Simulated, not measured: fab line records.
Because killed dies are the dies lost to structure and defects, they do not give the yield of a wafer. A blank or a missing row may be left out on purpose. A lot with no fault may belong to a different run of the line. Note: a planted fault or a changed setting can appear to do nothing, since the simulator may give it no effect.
2 desks looking at one fault || flow n5-finfet || numbers are kept per desk, each desk with only its own; the story behind them comes last

== AT THE TOOL OWNER'S DESK: litho-track-02 ==
The tool's own readings at N5_GATE_CUT_COAT_27 (time 60 s, resist thk 10 nm): means of the sampled wafers that have a number, for each lot that ran on this tool. Marked OUT: a lot whose mean sits more than 4 standard deviations from the usual mean, which makes it out of limits; the brackets give that distance.
Columns: A = exhaust-pa at N5_GATE_CUT_COAT_27, usual 44.9 Pa; B = heater-power-total-W at N5_GATE_CUT_COAT_27, usual 391.6 W; C = plate-temp-C at N5_GATE_CUT_COAT_27, usual 205.02 C
{"lot": "L126", "first seen here": "day 4 22:00", "A": 44.5, "B": 392.6, "C": 205.09}
{"lot": "L127", "first seen here": "day 5 06:44", "A": 43.0, "B": 392.1, "C": 205.14}
{"lot": "L128", "first seen here": "day 5 13:19", "A": 44.7, "B": 392.3, "C": 205.19}
{"lot": "L130", "first seen here": "day 5 18:08", "A": 44.9, "B": "384.2 (-5.7) OUT", "C": "202.58 (-15) OUT"}
{"lot": "L131", "first seen here": "day 5 21:59", "A": 45.1, "B": "385.2 (-4.9) OUT", "C": "202.46 (-16) OUT"}
{"lot": "L144", "first seen here": "day 9 08:46", "A": 45.1, "B": 391.5, "C": 204.80}
{"lot": "L146", "first seen here": "day 9 19:16", "A": 44.6, "B": 391.9, "C": 205.06}
{"lot": "L147", "first seen here": "day 9 23:31", "A": 44.6, "B": 391.7, "C": 204.93}
This desk's verdict: out of limits on L130, L131, starting with L130 at day 5 18:08 (heater-power-total-W at N5_GATE_CUT_COAT_27). In limits: L126, L127, L128, L144, L146, L147.

== FROM THE METROLOGY DESK ==
What the gauges read, lot by lot, whatever tool the lot ran on: means of the sampled wafers that have a number. Marked OUT: a lot whose mean sits more than 4 standard deviations from the usual mean, which makes it out of limits; the brackets give that distance. Of its 10 readings 7 are shown: those that lie furthest out on some lot.
Columns: A = DIBL_N at N5_BEOL_M4_RC_MEAS_101, usual 36.5 mV/V; B = DIBL_P at N5_BEOL_M4_RC_MEAS_101, usual 36.9 mV/V; C = IOFF_N at N5_BEOL_M4_RC_MEAS_101, usual 0.17 nA/um; D = IOFF_P at N5_BEOL_M4_RC_MEAS_101, usual 0.22 nA/um; E = ION_P at N5_BEOL_M4_RC_MEAS_101, usual 461 uA/um; F = SS_N at N5_BEOL_M4_RC_MEAS_101, usual 71.6 mV/dec; G = SS_P at N5_BEOL_M4_RC_MEAS_101, usual 73.5 mV/dec
{"lot": "L126", "first seen here": "day 9 04:32", "A": 35.9, "B": 36.2, "C": 0.15, "D": 0.21, "E": 458, "F": 71.3, "G": 73.3}
{"lot": "L127", "first seen here": "day 9 11:28", "A": 35.6, "B": 36.6, "C": 0.13, "D": 0.20, "E": 454, "F": 71.5, "G": 72.8}
{"lot": "L128", "first seen here": "day 9 15:00", "A": 36.3, "B": 35.8, "C": 0.15, "D": 0.21, "E": 453, "F": 71.6, "G": 72.9}
{"lot": "L130", "first seen here": "day 9 15:44", "A": 35.8, "B": 37.0, "C": 0.17, "D": 0.25, "E": 468, "F": 71.3, "G": 73.4}
{"lot": "L131", "first seen here": "day 9 21:05", "A": 35.9, "B": 37.1, "C": 0.17, "D": 0.21, "E": 458, "F": 71.9, "G": 74.1}
{"lot": "L140", "first seen here": "day 13 03:30", "A": 37.9, "B": 39.3, "C": 0.19, "D": 0.24, "E": 464, "F": 72.3, "G": 73.7}
{"lot": "L143", "first seen here": "day 13 09:13", "A": 36.1, "B": 36.7, "C": 0.16, "D": 0.19, "E": 456, "F": 70.8, "G": 73.6}
{"lot": "L144", "first seen here": "day 13 09:28", "A": 35.5, "B": 35.8, "C": 0.15, "D": 0.18, "E": 449, "F": 71.6, "G": 73.2}
{"lot": "L147", "first seen here": "day 14 05:49", "A": 37.1, "B": 37.9, "C": 0.16, "D": 0.22, "E": 462, "F": 71.3, "G": 73.9}
{"lot": "L146", "first seen here": "day 14 06:13", "A": 37.0, "B": 35.8, "C": 0.14, "D": 0.20, "E": 448, "F": 71.5, "G": 73.4}
{"lot": "L148", "first seen here": "day 15 04:48", "A": 41.2, "B": 43.5, "C": 0.26, "D": 0.31, "E": 464, "F": 72.8, "G": 74.8}
Result from this desk: across the 11 lots, nothing is out of limits.

== TAKEN TOGETHER ==
The tool owner's desk could have raised an alarm at day 5 18:08, on L130, L131.
Metrology desk: nothing out of limits seen.
The metrology desk has L130, L131 on record, within its limits.
On litho-track-02, each named lot ran N5_GATE_CUT_COAT_27.

== WHAT THE SIMULATOR HAD INSERTED ==
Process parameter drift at N5_GATE_CUT_COAT_27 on litho-track-02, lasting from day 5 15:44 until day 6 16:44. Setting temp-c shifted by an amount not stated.
Shown lots that were struck: L130, L131.
Delay in hours, fault start to first out-of-limits reading, by desk: the tool owner's desk at 2.
